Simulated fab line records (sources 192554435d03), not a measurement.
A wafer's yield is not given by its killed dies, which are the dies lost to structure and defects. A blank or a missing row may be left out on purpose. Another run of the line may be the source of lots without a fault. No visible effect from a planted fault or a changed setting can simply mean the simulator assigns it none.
What tool caused it?    flow n5-finfet    9 lots, 25 wafers sampled, at 5 steps of a route of 1938

== WHAT THE GAUGES READ, wafer by wafer ==
N5_BEOL_M1_OVL_MEAS_12. Usual: for M1_OVL the level is -0.2 nm and the standard deviation is 0.76.
lot   measured      on          M1_OVL (nm)     flag
L994  day 7 01:50   overlay-01  1.6 -1.2 0.2    
L996  day 7 14:31   overlay-01  -1.5 -1.0 -0.6  
L101  day 9 07:43   overlay-01  -1.0 0.2 0.5    
L102  day 9 07:55   overlay-02  0.8 0.2 -0.3    
L107  day 10 06:13  overlay-01  -0.2 0.7        
L108  day 10 13:39  overlay-02  0.3 -0.3        
L111  day 11 09:31  overlay-01  -0.9 -1.1 0.3   
L112  day 11 18:56  overlay-01  -0.3 0.2 -0.5   
L113  day 11 22:09  overlay-01  0.4 0.0 -0.4    

N5_BEOL_M4_RC_MEAS_101. Usual: DIBL_N 36.0 mV/V, standard deviation 1.7; DIBL_P 36.2 mV/V, standard deviation 1.9; IOFF_N 0.154 nA/um, standard deviation 0.028; IOFF_P 0.21 nA/um, standard deviation 0.036; ION_N 675 uA/um, standard deviation 11; ION_P 463 uA/um, standard deviation 8.3; SS_N 71.4 mV/dec, standard deviation 0.63; SS_P 73.2 mV/dec, standard deviation 0.55; VT_N 250.2 mV, standard deviation 3; VT_P -251 mV, standard deviation 3.7.
lot   measured      on         DIBL_N (mV/V)   DIBL_P (mV/V)   IOFF_N (nA/um)     IOFF_P (nA/um)  ION_N (uA/um)  ION_P (uA/um)  SS_N (mV/dec)   SS_P (mV/dec)   VT_N (mV)          VT_P (mV)       flag
L994  day 10 23:41  prober-02  37.7 38.0 34.4  38.6 38.8 34.9  0.180 0.185 0.128  0.23 0.23 0.17  685 679 671    477 467 462    71.5 72.4 71.1  73.7 73.4 72.3  249.5 246.9 252.7  -247 -248 -250  
L996  day 12 00:50  prober-02  34.7 35.7 35.7  35.6 36.4 36.5  0.134 0.155 0.146  0.18 0.20 0.19  666 679 674    460 461 465    71.4 71.4 71.2  72.7 72.8 72.5  252.2 248.9 249.6  -252 -251 -251  
L101  day 13 09:31  prober-01  38.1 36.0 37.3  39.2 36.2 37.9  0.194 0.148 0.170  0.22 0.17 0.20  699 669 677    468 449 454    71.7 71.4 71.6  73.8 73.2 73.6  248.7 251.7 249.3  -251 -256 -255  
L102  day 13 12:22  prober-02  35.6 37.3 38.7  36.0 38.0 38.1  0.124 0.157 0.185  0.18 0.21 0.22  651 668 668    450 456 457    71.6 72.5 72.8  72.4 72.9 73.2  252.7 251.6 248.1  -252 -251 -249  
L107  day 14 18:20  prober-01  34.8 35.5       35.1 35.8       0.140 0.151        0.18 0.20       665 662        452 457        71.5 70.9       73.5 73.1       250.6 249.8        -255 -253       
L108  day 15 03:34  prober-02  39.3 36.8       38.5 36.7       0.221 0.175        0.26 0.24       682 687        466 474        72.9 70.9       73.6 74.0       246.6 247.1        -246 -248       
L111  day 15 06:41  prober-02  37.4 37.1 34.3  39.0 37.7 34.6  0.203 0.182 0.134  0.29 0.27 0.21  690 676 668    476 471 466    71.6 71.2 70.7  74.1 73.0 72.8  243.0 246.8 252.2  -243 -244 -243  
L112  day 15 08:19  prober-01  36.7 37.2 36.0  35.6 37.2 34.8  0.158 0.174 0.164  0.24 0.26 0.23  666 677 686    465 471 477    71.5 71.2 71.5  73.4 73.7 73.0  252.7 247.7 248.4  -247 -243 -247  
L113  day 15 11:02  prober-02  36.1 35.9 37.9  36.9 34.8 39.6  0.145 0.148 0.192  0.21 0.19 0.25  660 662 697    455 456 471    71.4 71.4 72.3  73.0 72.7 73.9  253.2 252.0 247.7  -253 -252 -249  

== WHICH TOOL RAN EACH LOT (tool, then ch and the chambers of the sampled wafers, then the start) ==
lot   N5_BEOL_M1_ETCH_74                  N5_BEOL_M1_COAT_76                 N5_BEOL_M1_ETCH_77
L994  rie-diel-02 ch 1,2,3, day 7 02:22   litho-track-04 ch 0, day 7 02:55   rie-diel-02 ch 0,1,3, day 7 03:28
L996  rie-diel-06 ch 0,1,2, day 7 14:43   litho-track-05 ch 0, day 7 15:10   rie-diel-02 ch 2,3, day 7 15:44
L101  rie-diel-04 ch 2,3, day 9 07:51     litho-track-04 ch 0, day 9 08:22   rie-diel-04 ch 0,1, day 9 08:56
L102  rie-diel-04 ch 0,2, day 9 08:22     litho-track-04 ch 0, day 9 09:00   rie-diel-04 ch 1,2,3, day 9 09:32
L107  rie-diel-06 ch 2,3, day 10 06:20    litho-track-04 ch 0, day 10 06:48  rie-diel-06 ch 0,1, day 10 07:22
L108  rie-diel-04 ch 0,3, day 10 13:46    litho-track-04 ch 0, day 10 14:12  rie-diel-06 ch 1,3, day 10 14:38
L111  rie-diel-06 ch 0,1,3, day 11 09:53  litho-track-04 ch 0, day 11 10:20  rie-diel-02 ch 1,3, day 11 10:53
L112  rie-diel-06 ch 0,2,3, day 11 19:03  litho-track-03 ch 0, day 11 19:29  rie-diel-06 ch 0,3, day 11 20:03
L113  rie-diel-06 ch 0,3, day 11 22:16    litho-track-03 ch 0, day 11 22:43  rie-diel-06 ch 1,2, day 11 23:17
- N5_BEOL_M1_ETCH_74: etches underlayer in N2/H2, target depth 6.5 nm, time 5.2 s.
- N5_BEOL_M1_COAT_76: time 60 s, resist thk 5 nm.
- N5_BEOL_M1_ETCH_77: etches underlayer in N2/H2, target depth 6.5 nm, time 5.2 s.

== AS READ BY THE TOOLS THEMSELVES (means over the sampled wafers that have a number; for cases with no such wafer, the mark the record gives instead) ==
N5_BEOL_M1_ETCH_74. Usual: drypump-motor-current-A 5.5 A, standard deviation 0.36; etch-rf-on-time-s 5.23 s, standard deviation 0.15; h2-flow-sccm 200.0 sccm, standard deviation 0.7; oes-product-au 0.64 a.u., standard deviation 0.061; rf-fwd-power-W 819.5 W, standard deviation 2.7; rf-vpp-V 522.7 V, standard deviation 2.5; showerhead-plenum-p-Torr 2.50 Torr, standard deviation 0.082; throttle-valve-pct 17.90 %, standard deviation 0.23.
lot   tool         drypump-motor-current-A (A)  etch-rf-on-time-s (s)  h2-flow-sccm (sccm)  oes-product-au (a.u.)  rf-fwd-power-W (W)  rf-vpp-V (V)  showerhead-plenum-p-Torr (Torr)  throttle-valve-pct (%)  flag
L994  rie-diel-02  5.7                          5.28                   199.8                0.61                   819.8               522.3         2.49                             17.86                   
L996  rie-diel-06  5.3                          5.20                   200.8                0.67                   821.5               522.9         2.51                             17.74                   
L101  rie-diel-04  5.5                          5.16                   199.0                0.60                   821.0               523.9         2.56                             18.11                   
L102  rie-diel-04  5.5                          5.26                   200.2                0.67                   816.6               525.6         2.61                             17.93                   
L107  rie-diel-06  5.2                          5.11                   199.6                0.62                   820.4               523.8         2.53                             18.09                   
L108  rie-diel-04  5.7                          5.05                   199.4                0.69                   819.4               521.8         2.50                             17.88                   
L111  rie-diel-06  5.3                          5.20                   199.4                0.66                   822.0               521.4         2.44                             17.82                   
L112  rie-diel-06  5.1                          5.17                   200.1                0.65                   821.1               524.0         2.51                             17.93                   
L113  rie-diel-06  5.2                          5.24                   200.6                0.65                   816.8               521.3         2.44                             17.98                   

N5_BEOL_M1_COAT_76. Usual: chill-plate-temp-C 23.01 C, standard deviation 0.099; run-length-s 66.19 s, standard deviation 0.2.
lot   tool            chill-plate-temp-C (C)  run-length-s (s)  flag
L994  litho-track-04  22.98                   66.11             
L996  litho-track-05  22.97                   65.90             
L101  litho-track-04  22.96                   66.16             
L102  litho-track-04  22.95                   66.19             
L107  litho-track-04  23.13                   87.80             OFF
L108  litho-track-04  23.00                   77.03             OFF
L111  litho-track-04  22.99                   80.68             OFF
L112  litho-track-03  23.04                   66.36             
L113  litho-track-03  23.05                   66.40             

N5_BEOL_M1_ETCH_77. Usual: drypump-motor-current-A 5.6 A, standard deviation 0.37; etch-rf-on-time-s 5.22 s, standard deviation 0.15; h2-flow-sccm 200.2 sccm, standard deviation 0.59; oes-product-au 0.64 a.u., standard deviation 0.07; rf-fwd-power-W 819.4 W, standard deviation 2.5; rf-vpp-V 522.6 V, standard deviation 2.5; showerhead-plenum-p-Torr 2.50 Torr, standard deviation 0.079; throttle-valve-pct 17.89 %, standard deviation 0.24.
lot   tool         drypump-motor-current-A (A)  etch-rf-on-time-s (s)  h2-flow-sccm (sccm)  oes-product-au (a.u.)  rf-fwd-power-W (W)  rf-vpp-V (V)  showerhead-plenum-p-Torr (Torr)  throttle-valve-pct (%)  flag
L994  rie-diel-02  5.7                          5.36                   199.8                0.60                   817.3               521.2         2.52                             17.94                   
L996  rie-diel-02  5.6                          5.21                   200.1                0.62                   819.1               523.7         2.51                             17.92                   
L101  rie-diel-04  5.9                          5.10                   200.0                0.73                   821.5               520.8         2.47                             17.77                   
L102  rie-diel-04  5.8                          5.20                   199.9                0.59                   818.6               523.3         2.53                             18.13                   
L107  rie-diel-06  5.3                          5.13                   200.1                0.68                   815.8               521.8         2.45                             17.66                   
L108  rie-diel-06  5.4                          5.05                   200.2                0.62                   819.7               519.5         2.42                             17.92                   
L111  rie-diel-02  5.9                          5.37                   200.4                0.59                   820.2               521.5         2.45                             17.87                   
L112  rie-diel-06  5.2                          5.25                   199.9                0.66                   819.9               520.5         2.44                             17.97                   
L113  rie-diel-06  5.5                          5.05                   200.2                0.62                   820.7               521.9         2.48                             17.83                   

== THE ANSWER, worked out from the rows above alone ==
Rule: a lot counts as off when the mean over its wafers that have a number is more than 3 standard deviations away from the usual mean. A lot without any number at a reading at which 4 lots or more have one is off too. Any other lot the step has rows for is counted as sound. The gauges are gone through in route order, then the tools' own readings, and for those a lot's mean is taken as printed above. At the first step where some lot is off, the reading lying furthest off is the one used; lots without a number count as furthest.
Off: L107, L108, L111, at N5_BEOL_M1_COAT_76 (run-length-s).
If a tool, at that step or one of the process steps before it, ran each lot that is off and ran no sound lot following the first of them, it fits. One fits: N5_BEOL_M1_COAT_76 on litho-track-04. A fault onset in the window from L102 (day 9 09:00, its last sound lot) to L107 (day 10 06:48, its first lot off) fits.
On the lots that are off, the tool's own readings at N5_BEOL_M1_COAT_76 differ by more than 5 times the standard deviation of the sound lots' means, which bears it out; run-length-s reads 81.84 s there versus 66.19 s on the sound lots.

== WHAT THE SIMULATOR PUT IN ==
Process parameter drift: litho-track-04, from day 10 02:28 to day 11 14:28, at N5_BEOL_M1_COAT_76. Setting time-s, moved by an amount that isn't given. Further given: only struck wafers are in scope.
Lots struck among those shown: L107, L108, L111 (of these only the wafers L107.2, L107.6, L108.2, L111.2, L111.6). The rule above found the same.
